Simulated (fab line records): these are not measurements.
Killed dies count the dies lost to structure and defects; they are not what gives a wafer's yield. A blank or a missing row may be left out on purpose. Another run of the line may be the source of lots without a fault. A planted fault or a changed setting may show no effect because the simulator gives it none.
Which tool did it? :: flow nandHarc :: 6 lots with 18 wafers sampled at 4 steps, on a route of 1302 steps

## WHAT THE GAUGES READ, wafer by wafer
NHARC_END_SORT_01.
lot: L983
measured: day 25 22:12
on: prober-01
killedDies: 50 71 71

lot: L987
measured: day 27 23:51
on: prober-02
killedDies: 41 30 47

lot: L990
measured: day 28 22:32
on: prober-01
killedDies: 54 68 58

lot: L995
measured: day 31 00:43
on: prober-01
killedDies: 677 677 677

lot: L100
measured: day 33 21:41
on: prober-02
killedDies: 29 46 41

lot: L101
measured: day 34 21:46
on: prober-01
killedDies: 55 52 48

## WHAT TOOL EACH LOT RAN ON (gives the tool, then ch and the chambers of the sampled wafers, and finally the start)
lot: L983
NHARC_A_CONTACT_ETCH_136: harCapEtch-03 ch 0,1, day 23 19:44
NHARC_A_CONTACT_ETCH_92: rieDiel-02 ch 0,1,3, day 23 21:07
NHARC_A_CONTACT_STRIP_26: rieDiel-02 ch 0,1,2, day 25 22:12 or earlier

lot: L987
NHARC_A_CONTACT_ETCH_136: harCapEtch-03 ch 0,1, day 25 21:17
NHARC_A_CONTACT_ETCH_92: rieDiel-02 ch 1,2, day 25 22:41
NHARC_A_CONTACT_STRIP_26: rieDiel-02 ch 1,2, day 27 23:51 or earlier

lot: L990
NHARC_A_CONTACT_ETCH_136: harCapEtch-02 ch 0,1, day 26 20:10
NHARC_A_CONTACT_ETCH_92: rieDiel-02 ch 0,1,3, day 26 21:55
NHARC_A_CONTACT_STRIP_26: rieDiel-02 ch 1,2,3, day 28 22:32 or earlier

lot: L995
NHARC_A_CONTACT_ETCH_136: harCapEtch-02 ch 0,1, day 28 23:49
NHARC_A_CONTACT_ETCH_92: rieDiel-04 ch 0,1,2, day 29 01:13
NHARC_A_CONTACT_STRIP_26: rieDiel-11 ch 0,2,3, day 31 00:43 or earlier

lot: L100
NHARC_A_CONTACT_ETCH_136: harCapEtch-02 ch 0,1, day 31 18:14
NHARC_A_CONTACT_ETCH_92: rieDiel-02 ch 0,1,3, day 31 19:38
NHARC_A_CONTACT_STRIP_26: rieDiel-02 ch 0,1,2, day 33 21:41 or earlier

lot: L101
NHARC_A_CONTACT_ETCH_136: harCapEtch-01 ch 0,1, day 32 10:36
NHARC_A_CONTACT_ETCH_92: rieDiel-04 ch 1,2,3, day 32 11:58
NHARC_A_CONTACT_STRIP_26: rieDiel-11 ch 0,2,3, day 34 21:46 or earlier
- NHARC_A_CONTACT_ETCH_136: etches the open film in C4F8/O2/Ar, time 311 s, target depth 1912 nm.
- NHARC_A_CONTACT_ETCH_92: etches the open film in CH3F/O2, target depth 40 nm, time 85.7 s.
- NHARC_A_CONTACT_STRIP_26: strips in O2.

## THE ANSWER, worked out from the rows above alone
Rule: the usual values come from the lots themselves. The widest of any qualifying gaps counts: lots, ordered by their means at a reading, are off when they make up no more than a third of the lots, leave a main group of 4 or more, and stand apart from it by 3 or more times the standard deviation of that group's means. A main group whose means are all the same, to the digits that the tables above print for the reading, isn't used. A lot without any number at a reading at which 4 lots or more have one is off too. Any other lot the step has rows for is counted as sound.
Off: L995, at NHARC_END_SORT_01 (killedDies). The main group has a mean of 51 with a standard deviation of 10.
If a tool, at a process step before that reading, ran all the lots that are off and no sound lot after the first of them, it fits. Those tools and the gauges at NHARC_END_SORT_01 are tried in the same way. With no start given for some of its lots, NHARC_A_CONTACT_STRIP_26 uses the hours and lot order of NHARC_END_SORT_01. Of those tried, none fits.

## WHAT THE SIMULATOR HAD INSERTED
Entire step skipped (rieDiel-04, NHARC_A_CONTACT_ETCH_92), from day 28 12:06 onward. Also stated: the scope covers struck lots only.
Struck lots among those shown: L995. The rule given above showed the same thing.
